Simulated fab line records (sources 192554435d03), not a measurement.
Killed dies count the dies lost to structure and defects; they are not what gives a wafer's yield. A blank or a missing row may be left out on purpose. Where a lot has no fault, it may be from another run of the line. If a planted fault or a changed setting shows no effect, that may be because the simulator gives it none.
fab line records ; flow n5Finfet
[record] lots = 11; wafers = 33; lastDay = 19
route steps=1938 shown FIN_SAQP@140 FIN_CUT@154 PASSIVATION@1936
lots with no fault: from the same line, run without faults
startH: the number of hours between the record's first day and the start of the first shown wafer of the lot ; waitH: hours elapsed since this lot's preceding step ; " identical to the entry in the row above ; L1.1+2: a single row standing in for several wafers ; - either no value or no given start ; * or withheld: withheld ; < > ~ a bound
route shown NAME@n: names a module that has steps shown in the file, with the first one's number in the route ; usual: the fault-free wafers' mean and standard deviation ; same: alike in all rows ; chamber/n: place in a boat ; sites: readings site by site ; _std_site: how widely they spread, as a standard deviation ; _edge_site: mean of outer sites minus mean of inner sites ; radiusMm: how far each site lies from the wafer's centre ; mask NAME#n: copy n ; behind: the tool/chamber that last shaped the wafer ; hold: why the lot went on hold/how many hours it stayed there/how the hold came to an end ; device: which transistor (n, p or np) failed to switch ; end of line: at the end of the route, the tests of the same wafers ; where a step has no rows: the recipe by itself ; killed: dies lost to structure and defects at the first sort, not the wafer's yield ; map: a wafer's dies, marking killed ones x, the rest . and places with no die _
set.NAME: the setting as run; set.NAME@STEP: as run at that earlier step ; model.NAME: the simulator's own value behind a step, which no gauge read
the route's steps for a sample of lots (tables are steps, rows are wafers)
services: a tool's chamber out of use, with start hour (startH, from the record's first day; less than 0 if before it), hours out, and reason
[[steps]]
[step N5_FIN_SAQP_MANDREL2_REMOVE_60]
[recipe] chemistry = HBr/Cl2/O2; btTimeS = 10; target = a-Si; stopOn = SiNx; endpoint = OES-SiCl; overEtchFrac = 1; icpW = 600; biasW = 22; HBr_flow_sccm = 150; Cl2_flow_sccm = 80; O2_flow_sccm = 5; pressureMtorr = 10
[usual] drypumpMotorCurrentA = 5.8/0.49; oesProductAu = 1.003/0.024; rfFwdPowerW = 596.7/2; throttleValvePct = 36.74/0.24
lot.wafer;tool;chamber;startH;waitH;drypumpMotorCurrentA;oesProductAu;rfFwdPowerW;rfHoursCounterH;throttleValvePct
L445.1;rieSi-06;2;44.74;0.1;6.3;1.004;599.0;4;36.55
L445.4;rieSi-06;3;44.74;0.1;5.1;0.998;598.8;61;36.87
L445.5;rieSi-06;2;44.74;0.1;6.3;1.000;600.3;-;36.57
L446.1;rieSi-05;3;49.91;0.1;6.2;0.981;596.1;104;36.86
L446.5;rieSi-05;3;49.91;0.1;6.2;0.973;594.1;-;36.87
L446.6;rieSi-05;2;49.91;0.1;5.8;0.986;597.0;-;36.92
L447.1;rieSi-05;0;56.17;0.1;4.9;1.022;593.8;14;36.60
L447.4;rieSi-05;3;56.17;0.1;6.2;0.965;594.4;104;36.87
L447.5;rieSi-05;1;56.17;0.1;6.1;0.984;597.7;-;37.13
L448.1;rieSi-06;1;63.36;0.1;5.7;0.982;595.9;16;36.48
L448.5;rieSi-06;1;63.36;0.1;5.7;0.992;594.1;-;36.50
L448.6;rieSi-06;2;63.36;0.1;6.3;0.989;598.0;-;36.57
L449.4;rieSi-06;0;69.05;0.0;5.9;0.991;596.2;1;36.36
L449.5;rieSi-06;0;69.05;0.0;5.9;0.995;598.9;-;36.35
L449.6;rieSi-06;3;69.05;0.0;5.1;0.992;593.5;-;36.86
L452.1;rieSi-05;2;85.73;0.1;5.7;0.995;596.5;145;36.90
L452.2;rieSi-05;0;85.73;0.1;5.0;1.037;592.8;15;36.60
L452.4;rieSi-05;3;85.73;0.1;6.2;0.981;598.2;105;36.85
L453.2;rieSi-06;2;94.97;0.1;6.3;1.000;597.0;5;36.54
L453.3;rieSi-06;3;94.97;0.1;5.1;0.995;596.6;62;36.87
L453.5;rieSi-06;3;94.97;0.1;5.1;1.001;598.7;-;36.88
L454.2;rieSi-05;2;99.90;0.1;5.8;0.991;600.0;145;36.91
L454.4;rieSi-05;1;99.90;0.1;6.2;0.973;598.0;63;37.10
L454.6;rieSi-05;2;99.90;0.1;5.8;0.988;599.2;-;36.92
L459.2;rieSi-01;0;129.35;0.1;4.9;1.018;597.6;41;36.85
L459.4;rieSi-01;3;129.35;0.1;5.6;1.032;599.3;193;36.36
L459.5;rieSi-01;1;129.35;0.1;6.4;1.035;601.0;-;36.52
L462.1;rieSi-05;0;145.43;0.1;4.9;1.020;593.5;16;36.61
L462.2;rieSi-05;2;145.43;0.1;5.8;0.987;598.2;146;36.91
L462.4;rieSi-05;3;145.43;0.1;6.2;0.979;594.4;106;36.86
L463.3;rieSi-05;3;152.25;0.1;6.2;0.971;593.2;106;36.88
L463.4;rieSi-05;2;152.25;0.1;5.7;0.987;596.8;146;36.91
L463.6;rieSi-05;2;152.25;0.1;5.8;0.977;595.4;-;36.91
[step N5_FIN_SAQP_ETCH_64]
[recipe] chemistry = CF4; target = SiO2; targetDepthA = 15; ionEnergyEv = 350; pressureMtorr = 10; icpW = 800; biasW = 400; cf4FlowSccm = 80
[usual] cf4FlowSccm = 79.99/0.25; drypumpMotorCurrentA = 5.7/0.5; oesProductAu = 1.000/0.02; rfFwdPowerW = 783/3.6; throttleValvePct = 21.81/0.22
lot.wafer;tool;chamber;startH;waitH;cf4FlowSccm;drypumpMotorCurrentA;oesProductAu;rfFwdPowerW;rfHoursCounterH;throttleValvePct
L445.1;rieSi-05;2;45.27;0.0;80.36;5.7;0.996;784;144;22.02
L445.4;rieSi-05;3;45.27;0.0;80.14;6.2;0.989;783;104;21.81
L445.5;rieSi-05;2;45.27;0.0;80.14;5.7;0.992;781;-;22.02
L446.1;rieSi-06;2;50.34;0.0;80.17;6.3;0.991;785;4;21.63
L446.5;rieSi-06;3;50.34;0.0;80.05;5.1;1.003;784;-;22.04
L446.6;rieSi-06;2;50.34;0.0;79.73;6.3;0.978;780;-;21.62
L447.1;rieSi-06;1;56.60;0.0;79.91;5.7;0.998;784;16;21.53
L447.4;rieSi-06;0;56.60;0.0;79.93;5.9;1.009;784;0;21.42
L447.5;rieSi-06;2;56.60;0.0;80.37;6.3;0.998;786;-;21.62
L448.1;rieSi-01;2;63.79;0.0;79.53;6.0;1.021;786;90;21.98
L448.5;rieSi-01;3;63.79;0.0;80.24;5.6;1.016;777;-;21.55
L448.6;rieSi-01;0;63.79;0.0;79.57;4.9;1.012;779;-;22.02
L449.4;rieSi-01;2;69.47;0.0;79.99;6.0;1.025;787;90;21.97
L449.5;rieSi-01;0;69.47;0.0;79.97;4.9;1.012;780;-;22.02
L449.6;rieSi-01;1;69.47;0.0;80.09;6.3;1.037;787;-;21.66
L452.1;rieSi-06;2;86.15;0.0;79.69;6.3;0.980;784;5;21.62
L452.2;rieSi-06;1;86.15;0.0;80.10;5.7;0.982;783;16;21.53
L452.4;rieSi-06;0;86.15;0.0;79.95;5.9;0.991;778;1;21.40
L453.2;rieSi-01;2;95.40;0.0;80.32;6.0;1.038;786;90;21.95
L453.3;rieSi-01;3;95.40;0.0;79.71;5.6;1.028;779;192;21.54
L453.5;rieSi-01;3;95.40;0.0;80.04;5.6;1.019;780;-;21.56
L454.2;rieSi-05;1;100.46;0.0;79.65;6.2;0.981;788;63;22.12
L454.4;rieSi-05;3;100.46;0.0;79.77;6.2;0.963;782;105;21.81
L454.6;rieSi-05;2;100.46;0.0;79.73;5.7;0.983;781;-;22.02
L459.2;rieSi-06;0;129.84;0.0;79.70;5.9;1.002;784;2;21.43
L459.4;rieSi-06;2;129.84;0.0;80.32;6.3;0.981;783;6;21.64
L459.5;rieSi-06;3;129.84;0.0;80.25;5.1;0.985;782;-;22.03
L462.1;rieSi-06;3;145.85;0.0;80.09;5.1;0.989;783;63;22.04
L462.2;rieSi-06;1;145.85;0.0;80.12;5.7;0.975;779;17;21.53
L462.4;rieSi-06;0;145.85;0.0;79.91;5.9;0.992;783;2;21.42
L463.3;rieSi-01;0;152.68;0.0;79.92;4.9;1.012;783;42;22.04
L463.4;rieSi-01;1;152.68;0.0;79.85;6.3;1.047;784;62;21.66
L463.6;rieSi-01;2;152.68;0.0;80.41;6.0;1.025;786;-;21.98
[step N5_FIN_SAQP_INSPECT_40]
[recipe] inspectInstrument = brightfield; mode = aei
[usual] rawDefectCount = 244/75
lot.wafer;tool;chamber;startH;waitH;rawDefectCount
L445.1;defectInspect-02;-;45.54;0.0;191
L445.4;defectInspect-02;-;45.54;0.0;163
L445.5;defectInspect-02;-;45.54;0.0;142
L446.1;defectInspect-02;-;50.61;0.0;272
L446.5;defectInspect-02;-;50.61;0.0;262
L446.6;defectInspect-02;-;50.61;0.0;295
L447.1;defectInspect-02;-;56.87;0.0;464
L447.4;defectInspect-02;-;56.87;0.0;349
L447.5;defectInspect-02;-;56.87;0.0;312
L448.1;defectInspect-02;-;64.08;0.0;196
L448.5;defectInspect-02;-;64.08;0.0;237
L448.6;defectInspect-02;-;64.08;0.0;216
L449.4;defectInspect-01;-;69.74;0.0;242
L449.5;defectInspect-01;-;69.74;0.0;213
L449.6;defectInspect-01;-;69.74;0.0;297
L452.1;defectInspect-01;-;86.42;0.0;174
L452.2;defectInspect-01;-;86.42;0.0;253
L452.4;defectInspect-01;-;86.42;0.0;259
L453.2;defectInspect-02;-;95.67;0.0;178
L453.3;defectInspect-02;-;95.67;0.0;189
L453.5;defectInspect-02;-;95.67;0.0;127
L454.2;defectInspect-02;-;100.74;0.0;133
L454.4;defectInspect-02;-;100.74;0.0;226
L454.6;defectInspect-02;-;100.74;0.0;294
L459.2;defectInspect-02;-;130.11;0.0;194
L459.4;defectInspect-02;-;130.11;0.0;172
L459.5;defectInspect-02;-;130.11;0.0;264
L462.1;defectInspect-02;-;146.12;0.0;167
L462.2;defectInspect-02;-;146.12;0.0;237
L462.4;defectInspect-02;-;146.12;0.0;159
L463.3;defectInspect-02;-;152.95;0.0;232
L463.4;defectInspect-02;-;152.95;0.0;332
L463.6;defectInspect-02;-;152.95;0.0;555
[step N5_FIN_CUT_COAT_18]
[recipe] resist = SOC; tempC = 250; timeS = 60; spinRpm = 1500; resistThkNm = 230
[usual] heaterPowerTotalW = 500.7/1.7; plateTempC = 250.00/0.15
lot.wafer;tool;chamber;startH;waitH;heaterPowerTotalW;plateTempC
L445.1;lithoTrack-01;0;45.57;0.0;502.8;249.93
L445.4;lithoTrack-01;0;45.57;0.0;497.8;249.93
L445.5;lithoTrack-01;0;45.57;0.0;502.1;249.86
L446.1;lithoTrack-04;0;50.64;0.0;499.3;250.12
L446.5;lithoTrack-04;0;50.64;0.0;499.7;250.02
L446.6;lithoTrack-04;0;50.64;0.0;503.1;249.72
L447.1;lithoTrack-01;0;56.90;0.0;497.4;249.93
L447.4;lithoTrack-01;0;56.90;0.0;503.1;250.15
L447.5;lithoTrack-01;0;56.90;0.0;503.2;249.76
L448.1;lithoTrack-02;0;64.11;0.0;502.8;250.45
L448.5;lithoTrack-02;0;64.11;0.0;502.4;250.06
L448.6;lithoTrack-02;0;64.11;0.0;502.5;250.33
L449.4;lithoTrack-01;0;69.77;0.0;502.5;249.91
L449.5;lithoTrack-01;0;69.77;0.0;501.2;249.98
L449.6;lithoTrack-01;0;69.77;0.0;502.5;249.94
L452.1;lithoTrack-01;0;86.45;0.0;501.4;249.86
L452.2;lithoTrack-01;0;86.45;0.0;499.9;250.04
L452.4;lithoTrack-01;0;86.45;0.0;502.7;250.03
L453.2;lithoTrack-01;0;95.70;0.0;512.4;253.95
L453.3;lithoTrack-01;0;95.70;0.0;513.6;254.25
L453.5;lithoTrack-01;0;95.70;0.0;509.7;253.96
L454.2;lithoTrack-01;0;100.77;0.0;508.0;253.85
L454.4;lithoTrack-01;0;100.77;0.0;510.9;253.92
L454.6;lithoTrack-01;0;100.77;0.0;508.3;254.02
L459.2;lithoTrack-04;0;130.14;0.0;502.8;250.06
L459.4;lithoTrack-04;0;130.14;0.0;499.6;250.00
L459.5;lithoTrack-04;0;130.14;0.0;499.0;249.77
L462.1;lithoTrack-02;0;146.15;0.0;500.3;250.06
L462.2;lithoTrack-02;0;146.15;0.0;499.0;249.82
L462.4;lithoTrack-02;0;146.15;0.0;498.5;250.03
L463.3;lithoTrack-04;0;152.98;0.0;498.8;249.94
L463.4;lithoTrack-04;0;152.98;0.0;502.0;250.24
L463.6;lithoTrack-04;0;152.98;0.0;498.5;249.92
[step N5_PASSIVATION_PROBE_49]
[usual] defectLimitedYield = 91.1/1.4; killed_at_M0_to_M3 = 34/10; killed_at_M4_up = 14/5.5; killedAtContacts = 12/5.1; killedAtFrontEnd = 41/12; killedAtOther = 4/3.1; killedDies = 105/17; killedOpen = 70/13; killedShort = 33/7.6; sort_bin_5_function = 5.3/0.98; sort_bin_6_memory = 3.3/0.67; sort_bin_8_speed = 0.00/0.007; sortNPass = 1075/17; sortYieldPct = 91.1/1.4
[same] grossDies = 1180; killedAtBackSide = 0; sort_bin_4_leakage[%] = 0
lot.wafer;tool;chamber;startH;waitH;defectLimitedYield[%];killed_at_M0_to_M3;killed_at_M4_up;killedAtContacts;killedAtFrontEnd;killedAtOther;killedDies;killedOpen;killedShort;sort_bin_5_function[%];sort_bin_6_memory[%];sort_bin_8_speed[%];sortNPass;sortYieldPct[%]
L445.1;prober-02;-;341.24;0.0;88.6;30;11;10;79;5;135;93;41;6.9;4.2;0;1045;88.6
L445.4;prober-02;-;341.39;0.2;91.4;36;8;11;42;4;101;66;35;4.3;3.9;0;1079;91.4
L445.5;prober-02;-;341.44;0.2;90.1;33;15;13;54;2;117;82;32;5.5;4.1;0;1063;90.1
L446.1;prober-01;-;345.22;0.0;90.9;21;8;15;57;6;107;71;34;5.0;3.6;0;1073;90.9
L446.5;prober-01;-;345.42;0.2;89.5;38;12;5;60;9;124;81;38;6.4;3.9;0;1056;89.5
L446.6;prober-01;-;345.47;0.3;90.5;45;14;4;44;5;112;75;33;5.4;3.8;0;1068;90.5
L448.1;prober-01;-;348.89;0.0;90.3;22;18;16;55;4;115;87;28;5.9;3.5;0;1065;90.3
L448.5;prober-01;-;349.09;0.2;91.9;25;11;15;43;2;96;76;19;4.7;3.3;0;1084;91.9
L448.6;prober-01;-;349.14;0.3;91.1;25;13;20;46;1;105;69;35;5.2;3.5;0;1075;91.1
L447.1;prober-02;-;350.86;0.0;92.4;31;14;7;30;8;90;66;22;3.5;3.7;0;1090;92.4
L447.4;prober-02;-;351.01;0.2;90.6;31;22;13;36;9;111;76;35;5.4;3.9;0;1069;90.6
L447.5;prober-02;-;351.06;0.2;90.8;50;15;7;34;2;108;61;46;6.0;2.9;0;1072;90.8
L449.4;prober-01;-;353.10;0.2;90.4;28;32;11;41;1;113;82;31;5.8;3.5;0;1067;90.4
L449.5;prober-01;-;353.15;0.2;90.8;28;17;11;46;6;108;76;32;5.4;3.6;0;1072;90.8
L449.6;prober-01;-;353.20;0.3;90.3;29;22;13;48;2;114;84;30;6.4;3.1;0;1066;90.3
L454.2;prober-01;-;382.81;0.1;91.9;42;7;18;25;3;95;65;29;4.0;3.8;0.08;1084;91.9
L454.4;prober-01;-;382.91;0.2;93.8;30;4;9;26;4;73;49;23;4.0;1.9;0;1107;93.8
L454.6;prober-01;-;383.01;0.3;92.6;46;9;11;20;1;87;61;26;4.9;2.3;0;1093;92.6
L452.1;prober-02;-;383.20;0.0;87.4;42;24;14;62;7;149;92;56;8.4;3.8;0;1031;87.4
L452.2;prober-02;-;383.25;0.1;92.2;31;16;12;31;2;92;60;32;4.8;2.9;0;1088;92.2
L452.4;prober-02;-;383.35;0.2;89.7;23;26;18;51;3;121;81;39;6.4;3.6;0;1059;89.7
L459.2;prober-01;-;408.98;0.1;90.5;42;24;18;26;2;112;68;41;5.9;3.1;0;1068;90.5
L459.4;prober-01;-;409.08;0.2;91.0;38;13;8;46;1;106;69;34;5.5;3.1;0;1074;91.0
L459.5;prober-01;-;409.13;0.2;89.7;52;12;18;36;3;121;76;45;5.6;4.2;0;1059;89.7
L462.1;prober-02;-;437.63;0.0;90.3;33;12;23;44;3;115;79;35;6.4;3.1;0;1065;90.3
L462.2;prober-02;-;437.68;0.1;90.8;33;12;16;45;2;108;69;38;4.9;4.0;0;1072;90.8
L462.4;prober-02;-;437.78;0.2;92.0;32;11;13;32;6;94;60;33;4.3;3.0;0;1086;92.0
L463.3;prober-01;-;451.66;0.1;92.0;32;11;9;41;1;94;66;26;4.8;2.9;0;1086;92.0
L463.4;prober-01;-;451.71;0.2;91.9;26;16;11;37;5;95;61;34;4.7;3.1;0;1085;91.9
L463.6;prober-01;-;451.81;0.3;89.3;54;10;9;52;1;126;90;32;6.2;4.4;0;1054;89.3
// killed by level:class
L445.1 FIN_SAQP:geometricParticle:open=22 STI_FIN_REVEAL:geometricParticle:open=18 MOL_CONTACT_COAG:geometricParticle:open=9 BEOL_M0_SAQP:geometricParticle:open=8 FIN_SAQP:geometricParticle:short=7 SPACER0:geometricParticle:short=7 BEOL_M2:geometricParticle:open=7 GATE_CUT:geometricParticle:short=6
L445.4 DUMMY_GATE:geometricParticle:open=10 BEOL_M0_SAQP:geometricParticle:short=9 BEOL_M3:geometricParticle:open=9 MOL_CONTACT_COAG:geometricParticle:open=8 BEOL_M2:geometricParticle:open=7 BEOL_M0_SAQP:geometricParticle:open=6 GATE_CUT:geometricParticle:short=5 FIN_SAQP:geometricParticle:open=4
L445.5 BEOL_M2:geometricParticle:open=14 MOL_CONTACT_COAG:geometricParticle:open=12 STI_FIN_REVEAL:geometricParticle:open=10 DUMMY_GATE:geometricParticle:open=10 FIN_SAQP:geometricParticle:open=9 FIN_SAQP:geometricParticle:short=7 BEOL_M0_SAQP:geometricParticle:short=5 BEOL_M4:geometricParticle:short=5
L446.1 STI_FIN_REVEAL:geometricParticle:open=13 MOL_CONTACT_COAG:geometricParticle:open=13 FIN_SAQP:geometricParticle:short=12 DUMMY_GATE:geometricParticle:open=10 FIN_SAQP:geometricParticle:open=7 BEOL_M1:geometricParticle:open=6 BEOL_M0_SAQP:geometricParticle:open=4 ILD0:geometricParticle:short=3
L446.5 BEOL_M0_SAQP:geometricParticle:open=15 FIN_SAQP:geometricParticle:open=12 STI_FIN_REVEAL:geometricParticle:open=10 FIN_SAQP:geometricParticle:short=8 BEOL_M0_SAQP:geometricParticle:short=8 BEOL_M2:geometricParticle:open=6 GATE_CUT:geometricParticle:open=4 BEOL_M3:geometricParticle:open=4
L446.6 FIN_SAQP:geometricParticle:open=17 FIN_SAQP:geometricParticle:short=8 BEOL_M1:geometricParticle:open=8 BEOL_M2:geometricParticle:open=8 BEOL_M0_SAQP:geometricParticle:short=7 BEOL_M0_SAQP:geometricParticle:open=6 STI_FIN_REVEAL:geometricParticle:open=5 BEOL_M1:geometricParticle:short=5
L448.1 STI_FIN_REVEAL:geometricParticle:open=26 MOL_CONTACT_COAG:geometricParticle:open=12 BEOL_M4:geometricParticle:open=8 DUMMY_GATE:geometricParticle:open=7 STI_FIN_REVEAL:geometricParticle:short=5 BEOL_M0:geometricParticle:open=5 BEOL_M2:geometricParticle:open=5 MOL_CONTACT_COAG:geometricParticle:short=4
L448.5 STI_FIN_REVEAL:geometricParticle:open=23 MOL_CONTACT_COAG:geometricParticle:open=12 BEOL_M0:geometricParticle:open=8 FIN_SAQP:geometricParticle:open=6 FIN_SAQP:geometricParticle:short=4 BEOL_M6:geometricParticle:open=4 BEOL_M1:geometricParticle:open=4 BEOL_M2:geometricParticle:open=4
L448.6 MOL_CONTACT_COAG:geometricParticle:open=18 STI_FIN_REVEAL:geometricParticle:open=10 FIN_SAQP:geometricParticle:open=7 BEOL_M0:geometricParticle:open=7 BEOL_M3:geometricParticle:open=7 FIN_SAQP:geometricParticle:short=6 STI_FIN_REVEAL:geometricParticle:short=6 GATE_CUT:geometricParticle:short=5
L447.1 BEOL_M4:geometricParticle:open=9 BEOL_M0_SAQP:geometricParticle:open=8 MOL_CONTACT_COAG:geometricParticle:open=7 STI_FIN_REVEAL:geometricParticle:open=6 BEOL_M2:geometricParticle:open=6 BEOL_M3:geometricParticle:open=6 FIN_SAQP:geometricParticle:open=5 BEOL_M0_SAQP:geometricParticle:short=5
L447.4 BEOL_M4:geometricParticle:open=16 STI_FIN_REVEAL:geometricParticle:open=10 BEOL_M0_SAQP:geometricParticle:short=9 MOL_CONTACT_COAG:geometricParticle:open=8 BEOL_M3:geometricParticle:open=7 FIN_SAQP:geometricParticle:open=6 MOL_CONTACT_COAG:geometricParticle:short=5 BEOL_M0_SAQP:geometricParticle:open=5
L447.5 BEOL_M0_SAQP:geometricParticle:short=18 BEOL_M0_SAQP:geometricParticle:open=8 BEOL_M2:geometricParticle:open=7 MOL_CONTACT_COAG:geometricParticle:open=7 BEOL_M4:geometricParticle:open=7 FIN_SAQP:geometricParticle:short=6 BEOL_M1:geometricParticle:open=5 STARTING-WAFER:geometricParticle:short=5
L449.4 STI_FIN_REVEAL:geometricParticle:open=18 BEOL_M4:geometricParticle:open=18 BEOL_M2:geometricParticle:open=11 MOL_CONTACT_COAG:geometricParticle:open=9 BEOL_M4:geometricParticle:short=7 BEOL_M3:geometricParticle:open=6 STI_FIN_REVEAL:geometricParticle:short=4 GATE_CUT:geometricParticle:open=4
L449.5 FIN_SAQP:geometricParticle:open=10 STI_FIN_REVEAL:geometricParticle:open=10 MOL_CONTACT_COAG:geometricParticle:open=10 BEOL_M4:geometricParticle:open=10 DUMMY_GATE:geometricParticle:open=7 FIN_SAQP:geometricParticle:short=6 BEOL_M0_SAQP:geometricParticle:short=5 BEOL_M1:geometricParticle:open=5
L449.6 STI_FIN_REVEAL:geometricParticle:open=15 BEOL_M4:geometricParticle:open=10 MOL_CONTACT_COAG:geometricParticle:open=10 BEOL_M2:geometricParticle:open=9 FIN_SAQP:geometricParticle:open=6 FIN_SAQP:geometricParticle:short=5 BEOL_M0_SAQP:geometricParticle:open=5 BEOL_M1:geometricParticle:open=5
L454.2 BEOL_M2:geometricParticle:open=14 MOL_CONTACT_COAG:geometricParticle:open=13 FIN_SAQP:geometricParticle:open=9 BEOL_M3:geometricParticle:open=9 BEOL_M0_SAQP:geometricParticle:short=6 FIN_SAQP:geometricParticle:short=5 MOL_CONTACT_COAG:geometricParticle:short=5 BEOL_M2:geometricParticle:short=5
L454.4 BEOL_M2:geometricParticle:open=9 MOL_CONTACT_COAG:geometricParticle:open=7 FIN_SAQP:geometricParticle:open=6 BEOL_M3:geometricParticle:open=6 FIN_SAQP:geometricParticle:short=4 DUMMY_GATE:geometricParticle:open=4 BEOL_M2:geometricParticle:short=3 STARTING-WAFER:geometricParticle:short=3
L454.6 BEOL_M2:geometricParticle:open=19 MOL_CONTACT_COAG:geometricParticle:open=9 BEOL_M0_SAQP:geometricParticle:short=9 FIN_SAQP:geometricParticle:open=8 BEOL_M3:geometricParticle:open=6 BEOL_M0_SAQP:geometricParticle:open=5 BEOL_M5:geometricParticle:open=4 GATE_CUT:geometricParticle:short=3
L452.1 BEOL_M0_SAQP:geometricParticle:open=16 STI_FIN_REVEAL:geometricParticle:open=14 BEOL_M0_SAQP:geometricParticle:short=12 FIN_SAQP:geometricParticle:open=11 FIN_SAQP:geometricParticle:short=10 BEOL_M4:geometricParticle:open=10 MOL_CONTACT_COAG:geometricParticle:open=10 GATE_CUT:geometricParticle:short=6
L452.2 BEOL_M0_SAQP:geometricParticle:short=11 MOL_CONTACT_COAG:geometricParticle:open=10 DUMMY_GATE:geometricParticle:open=8 BEOL_M4:geometricParticle:open=7 BEOL_M2:geometricParticle:open=6 GATE_CUT:geometricParticle:short=5 BEOL_M0_SAQP:geometricParticle:open=5 STI_FIN_REVEAL:geometricParticle:open=4
L452.4 FIN_SAQP:geometricParticle:open=13 MOL_CONTACT_COAG:geometricParticle:open=13 BEOL_M4:geometricParticle:open=12 DUMMY_GATE:geometricParticle:open=11 GATE_CUT:geometricParticle:short=8 BEOL_M0_SAQP:geometricParticle:open=7 MOL_CONTACT_COAG:geometricParticle:short=5 BEOL_M0_SAQP:geometricParticle:short=5
L459.2 BEOL_M0_SAQP:geometricParticle:short=18 BEOL_M0_SAQP:geometricParticle:open=17 MOL_CONTACT_COAG:geometricParticle:open=13 BEOL_M4:geometricParticle:open=12 STI_FIN_REVEAL:geometricParticle:open=7 FIN_SAQP:geometricParticle:short=5 MOL_CONTACT_COAG:geometricParticle:short=5 FIN_SAQP:geometricParticle:open=3
L459.4 STI_FIN_REVEAL:geometricParticle:open=15 BEOL_M0_SAQP:geometricParticle:open=15 BEOL_M0_SAQP:geometricParticle:short=10 FIN_SAQP:geometricParticle:short=8 MOL_CONTACT_COAG:geometricParticle:open=6 BEOL_M2:geometricParticle:open=6 FIN_CUT:geometricParticle:short=4 STARTING-WAFER:geometricParticle:open=4
L459.5 MOL_CONTACT_COAG:geometricParticle:open=14 BEOL_M0_SAQP:geometricParticle:short=13 BEOL_M0_SAQP:geometricParticle:open=12 STI_FIN_REVEAL:geometricParticle:open=8 BEOL_M2:geometricParticle:open=8 FIN_SAQP:geometricParticle:open=7 BEOL_M1:geometricParticle:open=6 BEOL_M4:geometricParticle:open=5
L462.1 MOL_CONTACT_COAG:geometricParticle:open=20 FIN_SAQP:geometricParticle:open=14 BEOL_M0_SAQP:geometricParticle:short=12 BEOL_M2:geometricParticle:open=9 BEOL_M0_SAQP:geometricParticle:open=8 STI_FIN_REVEAL:geometricParticle:open=7 GATE_CUT:geometricParticle:short=5 FIN_SAQP:geometricParticle:short=4
L462.2 FIN_SAQP:geometricParticle:open=17 MOL_CONTACT_COAG:geometricParticle:open=12 BEOL_M2:geometricParticle:open=9 FIN_SAQP:geometricParticle:short=8 BEOL_M1:geometricParticle:open=6 BEOL_M0_SAQP:geometricParticle:short=5 STI_FIN_REVEAL:geometricParticle:open=4 MOL_CONTACT_COAG:geometricParticle:short=4
L462.4 FIN_SAQP:geometricParticle:open=9 MOL_CONTACT_COAG:geometricParticle:open=8 FIN_SAQP:geometricParticle:short=6 BEOL_M2:geometricParticle:open=6 BEOL_M1:geometricParticle:open=5 MOL_CONTACT_COAG:geometricParticle:short=5 BEOL_M0_SAQP:geometricParticle:open=5 DUMMY_GATE:geometricParticle:open=4
L463.3 FIN_SAQP:geometricParticle:open=11 STI_FIN_REVEAL:geometricParticle:open=11 BEOL_M3:geometricParticle:open=8 BEOL_M3:geometricParticle:short=8 MOL_CONTACT_COAG:geometricParticle:open=7 BEOL_M2:geometricParticle:open=6 GATE_CUT:geometricParticle:open=5 GATE_CUT:geometricParticle:short=4
L463.4 MOL_CONTACT_COAG:geometricParticle:open=9 BEOL_M1:geometricParticle:open=7 FIN_SAQP:geometricParticle:short=6 STI_FIN_REVEAL:geometricParticle:open=6 BEOL_M3:geometricParticle:open=6 BEOL_M5:geometricParticle:open=6 GATE_CUT:geometricParticle:open=4 BEOL_M0_SAQP:geometricParticle:short=4
L463.6 STI_FIN_REVEAL:geometricParticle:open=17 BEOL_M3:geometricParticle:open=13 FIN_SAQP:geometricParticle:open=12 BEOL_M1:geometricParticle:open=11 MOL_CONTACT_COAG:geometricParticle:open=8 BEOL_M0:geometricParticle:open=7 FIN_SAQP:geometricParticle:short=6 BEOL_M0_SAQP:geometricParticle:open=6
[[services]]
tool;chamber;startH;hours;kind
rieSi-01;-;22.71;15.6;pm
rieSi-06;0;23.46;-;clean
rieSi-06;0;23.46;-;consumableReplace:focusRing
rieSi-06;0;23.46;15.7;scheduledDown
rieSi-06;0;23.46;15.7;ventCycle
rieSi-01;2;40.19;13.8;repair
rieSi-01;1;45.31;7.2;repair
lithoTrack-01;-;47.36;-;consumableReplace:filter
rieSi-05;-;51.35;4.3;pm
rieSi-06;0;92.63;3.5;repair
rieSi-01;0;95.30;1.6;repair
rieSi-06;3;101.87;7.9;repair
rieSi-01;-;108.08;2.8;pm
[[key]]
[firstSign] step = N5_FIN_CUT_COAT_18; reading = plateTempC; direction = up; sigmas = 27; usual = *; struck = *
[effect] step = N5_FIN_CUT_COAT_18; reading = heaterPowerTotalW; direction = up; sigmas = 5.8; usual = *; struck = *
metAt N5_FIN_CUT_COAT_18
struckLots L453,L454
rowsEnd L453.2,L453.3,L453.5
notActingAt N5_FIN_SAQP_MANDREL2_REMOVE_60,N5_FIN_SAQP_ETCH_64,N5_FIN_SAQP_INSPECT_40
onsetBetween 86.45 95.70
[fault] kind = processParameterDrift; tool = lithoTrack-01; chamber = -; onsetH = 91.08; steps = N5_FIN_CUT_COAT_18; channel = tempC; offset = *; shape = step; actsIn = *; stated = *
// rowsEnd: these wafers met a further fault down the route, and their rows from its step on are left out
